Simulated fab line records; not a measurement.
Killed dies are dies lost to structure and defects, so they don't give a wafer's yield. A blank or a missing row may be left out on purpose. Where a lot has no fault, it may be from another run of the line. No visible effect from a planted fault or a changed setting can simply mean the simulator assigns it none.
Which tool did it? | flow nand-harc | 6 lots, 18 wafers sampled, at 5 steps of a route of 1302

WHAT EACH GAUGE READ, for each wafer
NHARC_END_SORT_01.
lot  | measured     | on        | killed-at-array
L777 | day 31 14:50 | prober-01 | 119 124 117

WHICH TOOL RAN EACH LOT (tool, then ch and the chambers of the sampled wafers, then the start)
lot  | NHARC_A_CONTACT_ETCH_129             | NHARC_A_CONTACT_STRIP_103          | NHARC_A_CONTACT_ETCH_135             | NHARC_A_CONTACT_ETCH_98
L762 | har-cap-etch-03 ch 0,1, day 22 17:05 | rie-diel-03 ch 0,1,3, day 22 18:55 | har-cap-etch-02 ch 0,1, day 23 00:21 | rie-diel-08 ch 0,2, day 23 02:44
L765 | har-cap-etch-01 ch 0,1, day 23 03:46 | rie-diel-08 ch 0,2,3, day 23 05:36 | har-cap-etch-02 ch 0,1, day 23 11:28 | rie-diel-08 ch 0,2,3, day 23 13:16
L769 | har-cap-etch-03 ch 0,1, day 25 23:50 | rie-diel-08 ch 1,3, day 26 01:49   | har-cap-etch-02 ch 0,1, day 26 09:13 | rie-diel-08 ch 0,2,3, no start
L777 | har-cap-etch-01 ch 0,1, day 28 08:38 | rie-diel-02 ch 0,1,2, day 28 10:23 | har-cap-etch-01 ch 0,1, day 28 19:12 | rie-diel-03 ch 0,2,3, day 31 14:50 or earlier
L780 | har-cap-etch-01 ch 0,1, day 29 23:30 | rie-diel-03 ch 0,1,2, day 30 01:17 | har-cap-etch-02 ch 0,1, day 30 06:09 | rie-diel-02 ch 1,2,3, no start
L781 | har-cap-etch-02 ch 0,1, day 30 23:32 | rie-diel-08 ch 0,1,2, day 31 01:18 | har-cap-etch-02 ch 0,1, day 31 07:29 | rie-diel-03 ch 0,1,2, no start
- NHARC_A_CONTACT_ETCH_129: etches the open film in C4F8/O2/Ar, time 197 s, target depth 1918 nm.
- NHARC_A_CONTACT_STRIP_103: strips in N2/H2.
- NHARC_A_CONTACT_ETCH_135: etches the open film in C4F8/O2/Ar, time 311 s, target depth 1912 nm.
- NHARC_A_CONTACT_ETCH_98: etches the open film in C4F6/O2, target depth 20 nm, time 10 s.

THE ANSWER, worked out from the rows above alone
Rule: the lots themselves supply what counts as usual. Put in order of their means at a reading, lots are off if they are a third of the lots or fewer, leave a main group of 4 or more, and stand apart from it by a gap of 3 or more times the standard deviation of the main group's means; of several such gaps the widest counts. A main group is skipped when, at the precision printed for the reading in the tables above, its means are all equal. Also off: a lot with no number at a reading for which 4 or more lots have one. All remaining lots with rows at the step are treated as sound.
Across all readings shown, no lot is off: no conclusion can be drawn from this.

WHAT THE SIMULATOR HAD PUT IN
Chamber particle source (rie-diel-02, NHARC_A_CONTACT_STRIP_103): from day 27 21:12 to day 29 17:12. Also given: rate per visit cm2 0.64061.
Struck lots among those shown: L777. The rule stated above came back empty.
